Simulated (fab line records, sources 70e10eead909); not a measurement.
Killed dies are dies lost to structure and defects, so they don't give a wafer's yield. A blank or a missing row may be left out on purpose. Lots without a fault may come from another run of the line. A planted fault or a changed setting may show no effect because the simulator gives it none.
fab line records | flow nand_harc
record lots=24 wafers=72 last_day=34
route steps=1302 shown P_M0@279 P_M1@299 P_M2@328
lots that met no fault: from a run of the same line without faults
start_h: hours from the record's first day to the start of the lot's first wafer shown | wait_h: hours since the lot's step before | " the same as in the row above | L1.1+2: a row that stands for several wafers | - no value, or no start given | * or withheld: withheld | < > ~ a bound
route shown NAME@n: a module of which the file shows steps, and the number in the route of the first | usual: mean/standard deviation of fault-free wafers | same: alike in all rows | chamber/n: place in a boat | sites: the reading at each site | _std_site: their standard deviation | _edge_site: outer sites' mean less inner sites' | radius_mm: how far each site lies from the wafer's centre | mask NAME#n: copy n | behind: the tool/chamber that last shaped the wafer | hold: why the lot was held/for how many hours/how that ended | device: the transistor (n, p or np) that didn't switch | end of line: the same wafers' tests at the end of the route | a step without rows: its recipe alone | killed: dies lost to structure and defects at the first sort, not the wafer's yield | map: a wafer's dies, x killed, . not, _ none there
set.NAME: the setting as run; set.NAME@STEP: as run at that earlier step | model.NAME: the simulator's own value behind a step, which no gauge read
steps of the route over a sample of lots; a table a step, a row a wafer
services: from which hour (start_h, from the record's first day; less than 0 if before it) a tool's chamber was out of use, for how many hours, and why
## steps
# step NHARC_P_M0_THK_MEAS_24
# recipe thk_meas_gauge=xrf
# usual thk_nm=117.5/1.7
# columns lot.wafer tool chamber start_h wait_h thk_nm
L074.2 film_metro-01 - 120.53 - 116.0
L074.5 " - " " 113.9
L074.6 " - " " 117.3
L075.2 film_metro-02 - 132.53 - 117.2
L075.5 " - " " 116.8
L075.6 " - " " 118.2
L076.1 film_metro-01 - 154.07 - 116.5
L076.2 " - " " 115.8
L076.6 " - " " 117.0
L077.1 film_metro-02 - 159.21 - 116.3
L077.3 " - " " 115.3
L077.5 " - " " 117.6
L078.2 film_metro-02 - 162.94 - 114.6
L078.3 " - " " 114.6
L078.4 " - " " 116.5
L079.2 film_metro-02 - 178.54 - 120.6
L079.3 " - " " 118.9
L079.4 " - " " 119.2
L080.3 film_metro-02 - 189.09 - 118.3
L080.5 " - " " 119.6
L080.6 " - " " 117.9
L081.4 film_metro-02 - 191.31 - 117.6
L081.5 " - " " 117.9
L081.6 " - " " 116.7
L083.2 film_metro-01 - 209.46 - 118.3
L083.3 " - " " 117.0
L083.6 " - " " 115.2
L082.1 film_metro-02 - 210.36 - 119.1
L082.2 " - " " 118.3
L082.4 " - " " 121.8
L084.2 film_metro-02 - 222.26 - 118.8
L084.4 " - " " 119.5
L084.5 " - " " 118.6
L085.1 film_metro-02 - 238.98 - 118.1
L085.3 " - " " 117.1
L085.6 " - " " 118.8
L086.2 film_metro-02 - 243.54 - 118.4
L086.4 " - " " 116.8
L086.5 " - " " 119.1
L088.1 film_metro-02 - 269.38 - 115.8
L088.5 " - " " 115.5
L088.6 " - " " 118.2
L087.1 film_metro-02 - 269.98 - 118.2
L087.3 " - " " 116.3
L087.4 " - " " 118.3
L089.1 film_metro-02 - 276.54 - 118.4
L089.4 " - " " 116.7
L089.5 " - " " 116.6
L090.1 film_metro-01 - 284.19 - 119.2
L090.4 " - " " 116.7
L090.6 " - " " 118.6
L091.2 film_metro-02 - 295.45 - 120.7
L091.3 " - " " 119.2
L091.6 " - " " 115.4
L092.2 film_metro-02 - 299.95 - 115.3
L092.4 " - " " 115.2
L092.5 " - " " 116.4
L093.4 film_metro-02 - 319.80 - 117.1
L093.5 " - " " 120.6
L093.6 " - " " 119.6
L094.1 film_metro-02 - 326.33 - 115.8
L094.4 " - " " 115.0
L094.6 " - " " 119.3
L095.1 film_metro-02 - 341.41 - 116.5
L095.3 " - " " 117.2
L095.6 " - " " 117.0
L096.1 film_metro-02 - 343.99 - 116.4
L096.4 " - " " 115.6
L096.6 " - " " 116.4
L097.2 film_metro-01 - 352.52 - 118.8
L097.3 " - " " 118.3
L097.5 " - " " 117.2
# step NHARC_P_M1_ETCH_35
# recipe target_depth_a=400 overetch_a=120 time_s=43.94 ion_energy_ev=200 n2_flow_sccm=150 h2_flow_sccm=150 ar_flow_sccm=0 rf_w=400 bias_w=150 chemistry=N2/H2
# usual chamber_pressure_mTorr=30.003/0.026 drypump_motor_current_A=5.60/0.3 oes_product_au=0.999/0.01 rf_fwd_power_W=396.0/1.6 rf_vpp_V=430.6/1.9 showerhead_plenum_p_Torr=2.05/0.067 throttle_valve_pct=14.171/0.0093
# same time_s=43.94
# columns lot.wafer tool chamber start_h wait_h chamber_pressure_mTorr drypump_motor_current_A oes_product_au rf_fwd_power_W rf_hours_counter_h rf_vpp_V showerhead_plenum_p_Torr throttle_valve_pct
L074.2 rie_diel-11 1 122.36 0.1 30.037 5.84 0.986 399.1 3 433.8 2.12 14.159
L074.5 " 2 " " 30.033 5.21 0.998 398.6 - 431.9 2.08 14.177
L074.6 " 3 " " 30.023 5.42 0.998 394.6 - 429.5 2.04 14.158
L075.2 rie_diel-11 0 134.24 0.1 30.005 5.68 1.003 397.6 4 429.9 1.98 14.157
L075.5 " 2 " " 30.015 5.19 1.004 397.9 - 431.2 2.08 14.168
L075.6 " 3 " " 30.024 5.45 1.003 394.0 - 429.7 2.04 14.183
L076.2 rie_diel-11 1 155.78 0.1 30.035 5.87 1.000 396.6 6 432.0 2.12 14.163
L076.1 " 2 " " 29.995 5.14 1.009 395.6 6 430.1 2.08 14.156
L076.6 " 3 " " 29.971 5.38 0.999 397.4 - 431.4 2.04 14.172
L077.3 rie_diel-01 0 161.02 0.1 30.006 5.81 1.010 395.7 6 434.6 2.17 14.164
L077.1 " 1 " " 30.059 5.22 0.997 395.6 6 430.3 2.01 14.159
L077.5 " 2 " " 30.022 5.47 1.020 393.5 - 431.7 2.07 14.178
L078.2 rie_diel-01 0 164.63 0.1 30.027 5.81 0.992 396.3 7 433.6 2.17 14.176
L078.3 " 1 " " 29.979 5.22 0.988 396.0 6 430.0 2.01 14.171
L078.4 " 3 " " 30.024 5.89 0.992 396.0 7 428.2 1.97 14.165
L079.2 rie_diel-11 1 180.36 0.1 30.034 5.82 0.984 396.9 7 432.1 2.12 14.178
L079.4 " 2 " " 30.048 5.20 1.024 398.3 7 430.9 2.08 14.192
L079.3 " 3 " " 29.984 5.45 0.998 396.6 6 431.6 2.04 14.182
L080.3 rie_diel-11 2 190.91 0.1 30.000 5.16 1.009 396.3 8 431.3 2.08 14.167
L080.6 " 2 " " 30.002 5.14 1.016 395.7 - 431.7 2.08 14.164
L080.5 " 3 " " 30.022 5.43 1.014 394.4 - 430.9 2.04 14.177
L081.4 rie_diel-05 1 193.20 0.1 29.979 6.08 0.992 395.2 40 430.2 2.00 14.181
L081.5 " 0 " " 30.000 5.86 0.993 396.8 - 430.0 2.03 14.166
L081.6 " 1 " " 30.018 6.09 0.990 396.3 - 429.3 2.00 14.174
L083.3 rie_diel-11 3 211.29 0.1 30.018 5.47 1.001 396.8 8 429.7 2.04 14.165
L083.2 " 2 " " 30.075 5.18 1.006 396.2 9 431.3 2.08 14.160
L083.6 " 2 " " 29.955 5.18 1.017 397.4 - 431.8 2.08 14.154
L082.2 rie_diel-11 1 212.19 0.1 29.991 5.88 0.996 395.5 10 432.2 2.12 14.176
L082.1 " 3 " " 29.971 5.38 0.995 392.9 9 429.5 2.04 14.184
L082.4 " 3 " " 30.016 5.45 0.999 393.3 - 430.2 2.04 14.168
L084.2 rie_diel-01 3 224.13 0.1 30.002 5.87 0.993 398.1 0 429.1 1.97 14.176
L084.4 " 0 " " 30.037 5.80 1.010 395.5 0 433.4 2.17 14.162
L084.5 " 2 " " 30.051 5.49 1.021 394.9 - 430.9 2.07 14.182
L085.3 rie_diel-05 2 240.86 0.1 29.982 6.14 0.984 397.6 0 427.9 1.96 14.165
L085.1 " 3 " " 30.009 6.38 0.987 396.8 1 425.5 1.90 14.170
L085.6 " 2 " " 29.962 6.13 0.981 397.2 - 427.7 1.96 14.174
L086.4 rie_diel-01 0 245.22 0.1 30.037 5.81 0.997 395.3 2 433.6 2.17 14.182
L086.2 " 2 " " 29.968 5.49 1.015 393.1 2 432.0 2.07 14.165
L086.5 " 1 " " 30.042 5.20 0.990 395.8 - 427.6 2.01 14.168
L088.1 rie_diel-11 3 271.21 0.1 29.982 5.44 1.000 393.6 1 430.4 2.04 14.176
L088.6 " 0 " " 30.016 5.66 0.990 396.6 - 428.9 1.98 14.157
L088.5 " 1 " " 29.987 5.86 1.006 399.1 - 433.3 2.12 14.192
L087.1 rie_diel-11 2 271.80 0.1 29.985 5.16 1.008 396.4 1 430.9 2.07 14.175
L087.4 " 3 " " 30.007 5.48 0.997 396.4 1 429.4 2.04 14.177
L087.3 " 0 " " 30.065 5.67 0.986 397.8 1 429.1 1.98 14.155
L089.1 rie_diel-11 0 278.34 0.1 29.989 5.67 0.987 396.1 1 428.8 1.98 14.179
L089.4 " 2 " " 29.996 5.19 1.005 395.5 1 431.0 2.07 14.180
L089.5 " 3 " " 30.020 5.44 1.001 394.7 - 430.5 2.04 14.171
L090.1 rie_diel-01 0 286.35 0.5 30.030 5.82 1.005 394.5 5 433.4 2.17 14.174
L090.4 " 2 " " 29.985 5.48 1.006 395.5 4 432.1 2.06 14.167
L090.6 " 0 " " 29.939 5.82 1.002 393.9 - 433.0 2.17 14.180
L091.3 rie_diel-01 0 297.28 0.1 30.001 5.80 1.005 395.4 5 433.8 2.17 14.168
L091.2 " 1 " " 29.989 5.22 0.992 396.2 5 429.5 2.01 14.168
L091.6 " 3 " " 29.994 5.89 0.993 396.4 - 428.7 1.97 14.177
L092.2 rie_diel-01 0 301.75 0.1 30.014 5.82 1.005 397.0 6 434.2 2.17 14.188
L092.4 " 2 " " 30.029 5.50 0.992 393.8 5 431.7 2.06 14.168
L092.5 " 1 " " 30.002 5.22 0.979 396.2 - 429.5 2.00 14.173
L093.4 rie_diel-01 1 321.60 0.1 30.056 5.22 0.984 396.4 7 429.3 2.00 14.175
L093.5 " 0 " " 30.017 5.84 0.996 397.5 - 434.6 2.17 14.189
L093.6 " 1 " " 29.953 5.22 0.984 395.7 - 429.3 2.00 14.173
L094.1 rie_diel-01 3 328.16 0.1 30.033 5.88 1.012 394.4 8 428.9 1.97 14.175
L094.4 " 0 " " 30.006 5.80 1.010 393.4 8 433.3 2.17 14.162
L094.6 " 3 " " 30.023 5.87 1.003 396.1 - 429.0 1.97 14.171
L095.1 rie_diel-11 0 343.38 0.1 29.991 5.67 0.977 396.8 7 428.0 1.97 14.185
L095.3 " 2 " " 29.966 5.17 0.997 399.0 9 432.5 2.07 14.165
L095.6 " 3 " " 30.023 5.46 0.989 396.2 - 431.0 2.03 14.181
L096.4 rie_diel-01 1 345.81 0.1 29.997 5.23 0.992 396.7 9 429.8 2.00 14.162
L096.1 " 2 " " 29.993 5.49 1.011 392.9 9 432.2 2.06 14.163
L096.6 " 1 " " 30.002 5.22 0.990 397.1 - 429.2 2.00 14.159
L097.2 rie_diel-01 3 354.35 0.1 29.995 5.89 0.991 397.6 10 426.6 1.96 14.187
L097.3 " 1 " " 30.034 5.21 0.982 396.0 10 428.1 2.00 14.186
L097.5 " 3 " " 29.984 5.89 0.988 397.4 - 429.2 1.96 14.170
# step NHARC_P_M1_PVD_21
# recipe target_thk_a=300 chamber_pressure_pa=5 power_w=5000 substrate_temp_c=30 time_s=20.49 material=Cu
# usual throttle_valve_pct=30.6/0.93
# same time_s=20.49
# columns lot.wafer tool chamber start_h wait_h throttle_valve_pct
L074.2 pvd_sputter-02 - - - 32.2
L074.5 " - " " 30.9
L074.6 " - " " 31.2
L075.2 pvd_sputter-02 - - - 31.3
L075.5 " - " " 32.0
L075.6 " - " " 31.0
L076.1 pvd_sputter-01 - - - 29.6
L076.2 " - " " 31.7
L076.6 " - " " 29.6
L077.1 pvd_sputter-03 - - - 30.2
L077.3 " - " " 28.2
L077.5 " - " " 30.5
L078.4 pvd_sputter-03 - - - 30.2
L078.2 " - " " 30.5
L078.3 " - " " 31.0
L079.2 pvd_sputter-01 - - - 29.4
L079.4 " - " " 29.8
L079.3 " - " " 31.3
L080.3 pvd_sputter-01 - - - 31.7
L080.5 " - " " 31.3
L080.6 " - " " 31.3
L081.4 pvd_sputter-01 - - - 29.7
L081.6 " - " " 29.5
L081.5 " - " " 31.4
L083.2 pvd_sputter-03 - - - 29.4
L083.3 " - " " 29.8
L083.6 " - " " 30.6
L082.2 pvd_sputter-01 - - - 29.7
L082.4 " - " " 29.5
L082.1 " - " " 31.1
L084.2 pvd_sputter-02 - - - 31.1
L084.4 " - " " 30.6
L084.5 " - " " 31.4
L085.1 pvd_sputter-02 - - - 30.3
L085.3 " - " " 31.8
L085.6 " - " " 31.4
L086.2 pvd_sputter-02 - - - 31.4
L086.4 " - " " 30.6
L086.5 " - " " 32.1
L088.1 pvd_sputter-02 - - - 31.3
L088.6 " - " " 30.6
L088.5 " - " " 32.1
L087.3 pvd_sputter-03 - - - 29.2
L087.4 " - " " 29.8
L087.1 " - " " 30.5
L089.4 pvd_sputter-03 - - - 30.9
L089.1 " - " " 29.7
L089.5 " - " " 29.8
L090.4 pvd_sputter-03 - - - 30.3
L090.1 " - " " 29.7
L090.6 " - " " 30.2
L091.2 pvd_sputter-02 - - - 30.2
L091.3 " - " " 32.1
L091.6 " - " " 32.0
L092.2 pvd_sputter-01 - - - 30.9
L092.4 " - " " 29.5
L092.5 " - " " 29.4
L093.4 pvd_sputter-02 - - - 30.2
L093.5 " - " " 29.9
L093.6 " - " " 32.1
L094.1 pvd_sputter-01 - - - 29.2
L094.4 " - " " 30.1
L094.6 " - " " 30.8
L095.3 pvd_sputter-01 - - - 30.1
L095.1 " - " " 29.5
L095.6 " - " " 30.3
L096.4 pvd_sputter-02 - - - 31.0
L096.1 " - " " 30.0
L096.6 " - " " 32.0
L097.2 pvd_sputter-01 - - - 29.3
L097.3 " - " " 30.7
L097.5 " - " " 29.8
# step NHARC_P_M2_CD_MEAS_09
# recipe target_cd_nm=170 landing_energy_ev=500
# usual cd_nm=169.7/0.5
# columns lot.wafer tool chamber start_h wait_h cd_nm
L074.2 cd_sem-03 0 126.12 - 170.2
L074.5 " 0 " " 169.9
L074.6 " 0 " " 170.2
L075.2 cd_sem-02 0 138.13 - 169.7
L075.5 " 0 " " 169.5
L075.6 " 0 " " 169.0
L076.1 cd_sem-02 0 159.55 - 168.8
L076.2 " 0 " " 169.8
L076.6 " 0 " " 169.6
L077.1 cd_sem-03 0 164.90 - 169.3
L077.3 " 0 " " 170.2
L077.5 " 0 " " 169.6
L078.2 cd_sem-01 0 168.65 - 169.2
L078.3 " 0 " " 169.7
L078.4 " 0 " " 169.0
L079.2 cd_sem-01 0 184.22 - 169.1
L079.3 " 0 " " 169.8
L079.4 " 0 " " 170.1
L080.3 cd_sem-03 0 194.67 - 169.7
L080.5 " 0 " " 168.8
L080.6 " 0 " " 169.1
L081.4 cd_sem-02 0 197.12 - 169.5
L081.5 " 0 " " 168.9
L081.6 " 0 " " 169.3
L083.2 cd_sem-01 0 215.26 - 169.7
L083.3 " 0 " " 168.9
L083.6 " 0 " " 169.2
L082.1 cd_sem-02 0 216.26 - 170.1
L082.2 " 0 " " 170.3
L082.4 " 0 " " 170.5
L084.2 cd_sem-03 0 228.02 - 169.5
L084.4 " 0 " " 169.3
L084.5 " 0 " " 169.2
L085.1 cd_sem-01 0 244.64 - 170.1
L085.3 " 0 " " 169.2
L085.6 " 0 " " 169.5
L086.2 cd_sem-03 0 249.28 - 169.4
L086.4 " 0 " " 169.6
L086.5 " 0 " " 169.4
L088.1 cd_sem-02 0 275.10 - 170.4
L088.5 " 0 " " 169.3
L088.6 " 0 " " 169.1
L087.1 cd_sem-02 0 275.69 - 169.3
L087.3 " 0 " " 169.7
L087.4 " 0 " " 169.1
L089.1 cd_sem-03 0 282.32 - 169.7
L089.4 " 0 " " 169.7
L089.5 " 0 " " 168.9
L090.1 cd_sem-03 0 290.26 - 169.2
L090.4 " 0 " " 169.6
L090.6 " 0 " " 170.3
L091.2 cd_sem-02 0 301.22 - 169.3
L091.3 " 0 " " 169.6
L091.6 " 0 " " 169.3
L092.2 cd_sem-02 0 305.64 - 169.4
L092.4 " 0 " " 170.1
L092.5 " 0 " " 169.4
L093.4 cd_sem-01 0 325.69 - 170.3
L093.5 " 0 " " 170.2
L093.6 " 0 " " 169.7
L094.1 cd_sem-03 0 332.32 - 169.9
L094.4 " 0 " " 170.4
L094.6 " 0 " " 170.2
L095.1 cd_sem-02 0 347.28 - 170.2
L095.3 " 0 " " 170.5
L095.6 " 0 " " 169.5
L096.1 cd_sem-03 0 350.31 - 169.6
L096.4 " 0 " " 169.7
L096.6 " 0 " " 170.6
L097.2 cd_sem-02 0 358.24 - 170.1
L097.3 " 0 " " 169.8
L097.5 " 0 " " 170.4
# step NHARC_P_M2_DESCUM_14
# recipe time_s=3 o2_flow_sccm=200 ar_flow_sccm=0 bias_power_w=0 chemistry=O2
# usual chamber_pressure_mTorr=60.01/0.056 drypump_motor_current_A=5.7/0.3 oes_product_au=1.004/0.012 rf_vpp_V=57.8/0.88 showerhead_plenum_p_Torr=1.90/0.091 throttle_valve_pct=11.312/0.0096
# same time_s=3
# columns lot.wafer tool chamber start_h wait_h chamber_pressure_mTorr drypump_motor_current_A oes_product_au rf_hours_counter_h rf_vpp_V showerhead_plenum_p_Torr throttle_valve_pct
L074.2 rie_diel-06 3 126.32 0.1 60.03 5.4 1.020 7.7 57.5 1.89 11.319
L074.5 " 1 " " 60.06 5.8 1.017 - 57.5 2.04 11.305
L074.6 " 2 " " 60.09 5.8 1.011 - 57.2 1.96 11.314
L075.2 rie_diel-03 3 138.34 0.1 59.96 6.1 0.991 1.6 58.6 2.05 11.307
L075.5 " 0 " " 59.97 5.6 0.991 - 57.3 1.84 11.312
L075.6 " 1 " " 59.97 5.8 1.008 - 57.8 2.05 11.303
L076.2 rie_diel-02 0 159.74 0.1 60.06 5.1 1.010 2.6 57.7 1.80 11.302
L076.1 " 3 " " 60.07 5.8 1.020 6.2 57.9 1.80 11.296
L076.6 " 0 " " 60.04 5.1 1.004 - 57.0 1.80 11.294
L077.3 rie_diel-06 2 165.09 0.1 60.04 5.8 0.995 1.9 58.3 1.96 11.300
L077.1 " 3 " " 60.03 5.4 1.017 1.7 58.5 1.89 11.323
L077.5 " 3 " " 59.99 5.4 1.021 - 57.8 1.89 11.303
L078.3 rie_diel-06 3 168.83 0.1 59.99 5.4 1.013 1.8 58.7 1.89 11.325
L078.4 " 1 " " 60.03 5.8 1.015 1.5 58.1 2.04 11.313
L078.2 " 2 " " 59.98 5.8 1.000 2.0 57.1 1.96 11.300
L079.3 rie_diel-02 3 184.41 0.1 60.05 5.9 1.022 7.6 57.1 1.80 11.312
L079.4 " 0 " " 60.11 5.1 1.017 4.5 56.2 1.79 11.301
L079.2 " 1 " " 60.04 5.5 0.984 8.5 57.6 1.83 11.310
L080.3 rie_diel-06 2 194.88 0.1 60.12 5.8 0.997 2.9 59.0 1.96 11.306
L080.6 " 3 " " 60.10 5.4 1.017 - 56.9 1.89 11.303
L080.5 " 0 " " 59.93 5.5 1.003 - 58.0 1.84 11.297
L081.4 rie_diel-02 0 197.32 0.1 60.07 5.2 1.013 4.7 57.6 1.80 11.329
L081.5 " 1 " " 60.16 5.5 1.000 - 57.3 1.83 11.312
L081.6 " 2 " " 59.98 6.2 0.994 - 57.5 1.96 11.314
L083.3 rie_diel-02 3 215.46 0.1 60.05 5.8 1.017 8.7 57.4 1.80 11.313
L083.2 " 0 " " 59.99 5.1 1.007 5.5 57.2 1.79 11.324
L083.6 " 1 " " 60.03 5.5 1.014 - 57.7 1.83 11.305
L082.1 rie_diel-02 0 216.45 0.1 59.93 5.1 1.010 5.5 58.6 1.80 11.330
L082.2 " 2 " " 59.98 6.2 0.996 8.7 58.7 1.96 11.325
L082.4 " 3 " " 59.94 5.8 1.014 8.8 56.8 1.80 11.299
L084.2 rie_diel-03 0 228.21 0.1 60.02 5.7 1.009 5.5 56.4 1.84 11.307
L084.4 " 2 " " 60.01 5.5 1.005 5.8 58.9 1.91 11.307
L084.5 " 0 " " 60.03 5.6 0.991 - 57.7 1.84 11.319
L085.3 rie_diel-02 2 244.82 0.1 60.04 6.2 0.995 1.3 57.5 1.96 11.304
L085.1 " 3 " " 60.05 5.9 1.027 1.6 57.8 1.80 11.323
L085.6 " 2 " " 60.03 6.2 0.996 - 58.7 1.96 11.311
L086.4 rie_diel-02 0 249.47 0.1 59.91 5.1 1.010 1.9 56.0 1.79 11.308
L086.2 " 1 " " 59.89 5.5 1.015 1.6 57.4 1.83 11.306
L086.5 " 3 " " 60.05 5.9 1.025 - 56.4 1.80 11.303
L088.1 rie_diel-02 1 275.31 0.1 60.01 5.5 1.003 3.5 57.2 1.83 11.311
L088.6 " 2 " " 60.03 6.2 0.984 - 59.3 1.96 11.320
L088.5 " 3 " " 60.03 5.8 1.018 - 57.9 1.80 11.308
L087.3 rie_diel-02 2 275.87 0.1 60.05 6.2 0.987 2.8 57.1 1.96 11.313
L087.4 " 0 " " 60.04 5.1 1.008 3.6 55.5 1.79 11.305
L087.1 " 1 " " 59.99 5.5 0.997 3.5 58.1 1.83 11.308
L089.1 rie_diel-06 2 282.51 0.1 60.00 5.8 1.011 7.4 57.9 1.96 11.320
L089.4 " 3 " " 60.14 5.4 1.003 7.2 58.1 1.89 11.320
L089.5 " 1 " " 59.98 5.8 1.020 - 58.6 2.04 11.307
L090.4 rie_diel-03 3 290.45 0.1 59.96 6.2 1.011 0 59.8 2.05 11.313
L090.1 " 1 " " 60.03 5.8 1.012 0 57.5 2.05 11.310
L090.6 " 3 " " 59.97 6.2 1.021 - 58.1 2.05 11.324
L091.2 rie_diel-03 1 301.41 0.1 59.94 5.8 1.017 1.1 57.1 2.05 11.313
L091.3 " 2 " " 60.02 5.5 0.998 1.1 58.9 1.91 11.318
L091.6 " 0 " " 60.12 5.7 0.995 - 58.8 1.84 11.326
L092.4 rie_diel-02 2 305.82 0.1 59.99 6.2 0.997 4.1 59.2 1.96 11.299
L092.2 " 1 " " 60.03 5.5 1.004 4.8 57.5 1.83 11.303
L092.5 " 3 " " 60.01 5.9 1.017 - 58.4 1.80 11.314
L093.4 rie_diel-06 3 325.88 0.1 60.01 5.4 1.009 0.1 59.2 1.89 11.337
L093.5 " 1 " " 60.06 5.8 1.013 - 58.0 2.04 11.300
L093.6 " 2 " " 60.01 5.8 1.003 - 58.4 1.96 11.323
L094.1 rie_diel-06 2 332.51 0.1 60.04 5.8 1.003 0.3 56.8 1.96 11.323
L094.4 " 3 " " 59.92 5.4 1.010 0.3 57.1 1.89 11.308
L094.6 " 1 " " 60.01 5.8 1.015 - 58.1 2.04 11.307
L095.3 rie_diel-06 3 347.47 0.1 60.02 5.4 1.021 1.0 57.0 1.89 11.321
L095.1 " 1 " " 59.91 5.8 1.003 1.5 58.1 2.04 11.320
L095.6 " 3 " " 60.05 5.4 1.011 - 56.4 1.88 11.318
L096.4 rie_diel-03 1 350.49 0.1 60.00 5.8 1.001 3.8 57.9 2.05 11.303
L096.1 " 2 " " 59.98 5.5 0.978 4.2 57.9 1.91 11.312
L096.6 " 1 " " 60.02 5.8 1.003 - 56.7 2.05 11.297
L097.2 rie_diel-03 3 358.43 0.1 60.11 6.2 1.016 3.5 59.3 2.05 11.325
L097.3 " 1 " " 60.04 5.8 1.010 3.9 58.5 2.04 11.318
L097.5 " 2 " " 59.99 5.5 0.995 - 57.2 1.91 11.318
# step NHARC_P_M2_DEP_33
# recipe target_thk_a=300 temp_c=370 target_thk_nm=30 pressure_torr=3 flow_sccm=200 rf_w=450 material=SiCN
# usual heater_power_w=587/73 rf_fwd_power_W=449.2/1.3
# columns lot.wafer tool chamber start_h wait_h heater_power_w rf_fwd_power_W since_wet_clean_h
L074.2 pecvd-02 1 129.09 0.1 471 448.6 70
L074.5 " 1 " " 489 449.8 -
L074.6 " 0 " " 498 449.4 -
L075.2 pecvd-04 0 141.09 0.1 600 450.6 40
L075.5 " 0 " " 624 451.3 -
L075.6 " 1 " " 747 447.2 -
L076.1 pecvd-02 1 162.64 0.1 571 449.3 104
L076.2 " 2 " " 630 447.8 104
L076.6 " 0 " " 560 448.5 -
L077.1 pecvd-01 2 167.84 0.1 582 451.2 25
L077.3 " 0 " " 521 448.8 25
L077.5 " 2 " " 591 450.5 -
L078.2 pecvd-04 2 171.55 0.1 478 447.2 71
L078.3 " 0 " " 650 449.9 71
L078.4 " 1 " " 744 447.0 -
L079.3 pecvd-01 2 187.12 0.1 648 450.3 44
L079.2 " 1 " " 582 448.6 44
L079.4 " 2 " " 664 448.0 -
L080.3 pecvd-02 1 198.08 0.1 570 451.0 139
L080.6 " 2 " " 583 448.6 -
L080.5 " 0 " " 502 448.3 -
L081.6 pecvd-02 0 200.22 0.2 576 448.2 -
L081.4 " 1 " " 562 451.3 -
L081.5 " 2 " " 604 449.4 -
L083.3 pecvd-01 2 218.21 0.1 628 448.5 75
L083.2 " 0 " " 626 449.7 75
L083.6 " 2 " " 641 449.1 -
L082.1 pecvd-01 0 219.17 0.1 573 450.2 76
L082.2 " 1 " " 587 449.7 76
L082.4 " 2 " " 674 450.7 -
L084.2 pecvd-04 2 230.92 0.1 496 450.5 130
L084.4 " 2 " " 501 450.8 -
L084.5 " 0 " " 564 450.5 -
L085.1 pecvd-04 0 247.69 0.1 625 448.8 147
L085.3 " 1 " " 772 449.6 147
L085.6 " 2 " " 516 448.8 -
L086.2 pecvd-02 1 252.46 0.1 563 449.5 13
L086.4 " 2 " " 579 446.7 -
L086.5 " 0 " " 511 450.0 -
L088.1 pecvd-02 1 278.05 0.1 523 449.6 38
L088.5 " 1 " " 516 447.6 -
L088.6 " 2 " " 665 448.8 -
L087.3 pecvd-01 0 278.65 0.1 634 448.9 135
L087.1 " 1 " " 569 449.6 135
L087.4 " 1 " " 576 448.4 -
L089.1 pecvd-02 1 285.24 0.1 593 449.6 45
L089.5 " 1 " " 583 451.4 -
L089.4 " 2 " " 635 450.5 -
L090.1 pecvd-04 0 293.26 0.1 571 450.5 11
L090.6 " 1 " " 711 449.7 -
L090.4 " 0 " " 591 450.0 -
L091.2 pecvd-01 0 304.11 0.1 612 452.4 161
L091.3 " 2 " " 658 447.0 161
L091.6 " 2 " " 655 446.7 -
L092.2 pecvd-04 2 308.65 0.1 497 450.3 27
L092.4 " 0 " " 660 451.4 -
L092.5 " 1 " " 715 449.3 -
L093.6 pecvd-01 0 328.70 0.2 563 448.4 -
L093.4 " 1 " " 520 448.8 -
L093.5 " 2 " " 602 447.7 -
L094.1 pecvd-01 1 335.22 0.1 481 448.2 11
L094.4 " 1 " " 493 448.1 -
L094.6 " 0 " " 545 448.9 -
L095.1 pecvd-02 0 350.18 0.1 570 450.5 110
L095.3 " 1 " " 517 448.5 110
L095.6 " 1 " " 527 449.4 -
L096.1 pecvd-04 2 353.20 0.1 496 446.3 71
L096.6 " 2 " " 508 447.5 -
L096.4 " 0 " " 534 448.4 -
L097.3 pecvd-04 0 361.13 0.1 554 447.9 79
L097.2 " 2 " " 503 449.6 79
L097.5 " 1 " " 754 450.3 -
## services
# columns tool chamber start_h hours kind
pvd_sputter-02 - 104.00 10.0 pm
rie_diel-02 3 106.32 3.7 repair
rie_diel-06 0 106.67 7.9 repair
pecvd-04 - 107.23 1.2 repair
rie_diel-06 - 130.23 9.0 pm
pecvd-01 - 130.28 13.0 pm
rie_diel-11 3 134.97 5.1 repair
rie_diel-11 3 149.52 2.6 repair
rie_diel-06 1 155.53 5.0 repair
pecvd-01 - 159.19 0.3 repair
rie_diel-01 1 179.14 2.4 repair
rie_diel-01 - 203.80 9.0 pm
rie_diel-11 - 208.00 0.4 repair
rie_diel-11 0 209.00 6.9 repair
rie_diel-02 - 216.70 9.0 pm
pvd_sputter-02 - 217.93 5.0 repair
pvd_sputter-01 - 220.10 9.8 repair
pvd_sputter-01 - 229.91 10.0 pm
rie_diel-11 1 231.43 1.4 repair
rie_diel-11 - 255.50 9.0 pm
rie_diel-01 2 276.71 2.2 repair
pvd_sputter-02 - 283.67 10.0 pm
rie_diel-11 - 295.58 0.6 repair
rie_diel-11 1 320.92 8.0 repair
## key
fault none
